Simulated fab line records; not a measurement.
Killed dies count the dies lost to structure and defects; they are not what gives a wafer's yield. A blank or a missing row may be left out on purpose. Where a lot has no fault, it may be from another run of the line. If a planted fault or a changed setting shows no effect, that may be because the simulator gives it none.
Chamber matching | flow n5_finfet | ald_sin-04 running N5_BEOL_M2_ALD_98: 4 sister chambers
The step deposits SiO2, target thk 2.5 nm, pulse time 1 s, co reactant pulse time 1 s. 8 wafers are shown with their chamber, then 7 later ones without.

## WAFERS WITH THEIR CHAMBER
wafer  | chamber | heater_power_w (W) | precursor_pulse_height_rel
L074.3 | 2       | 94                 | 1.036
L085.5 | 0       | 77                 | 1.011
L085.6 | 1       | 76                 | 1.004
L088.1 | 3       | 77                 | 1.016
L088.2 | 0       | 77                 | 0.963
L088.4 | 1       | 76                 | 1.016
L089.1 | 2       | 87                 | 1.017
L089.2 | 3       | 78                 | 1.056

## WAFERS WITH NO CHAMBER GIVEN
wafer  | heater_power_w (W) | precursor_pulse_height_rel
L089.4 | 76                 | 0.994
L095.3 | 90                 | 0.986
L095.4 | 76                 | 0.988
L095.5 | 77                 | 0.988
L097.1 | 77                 | 0.993
L097.3 | 74                 | 0.996
L097.5 | 77                 | 1.007

## CHAMBER TAKEN BY EACH
wafer  | from the rows above          | in truth
L089.4 | can't be placed: 0 or 1 or 3 | 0
L095.3 | 2                            | 2
L095.4 | can't be placed: 0 or 1 or 3 | 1
L095.5 | can't be placed: 0 or 1      | 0
L097.1 | can't be placed: 0 or 1 or 3 | 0
L097.3 | can't be placed: 1 or 0 or 3 | 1
L097.5 | can't be placed: 1 or 0 or 3 | 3
1 of 7 placed correctly. Cannot be placed on the basis of these rows: 6; the candidates contain the true chamber in 6. Number placed wrongly: 0.
How it was worked out, from the rows above alone: a wafer's distance from a chamber is the root of the sum, over the readings, of the square of ((its reading less the chamber's mean) divided by the reading's scatter). The wafer belongs to the nearest chamber; if the next one is less than 2 further off, it can't be placed. For every chamber, the mean is computed from those of its wafers that are shown. How the scatter is found: for the shown wafers, subtract from each reading the mean of its chamber, square and add these, divide the total by (wafers less chambers), then take the root.
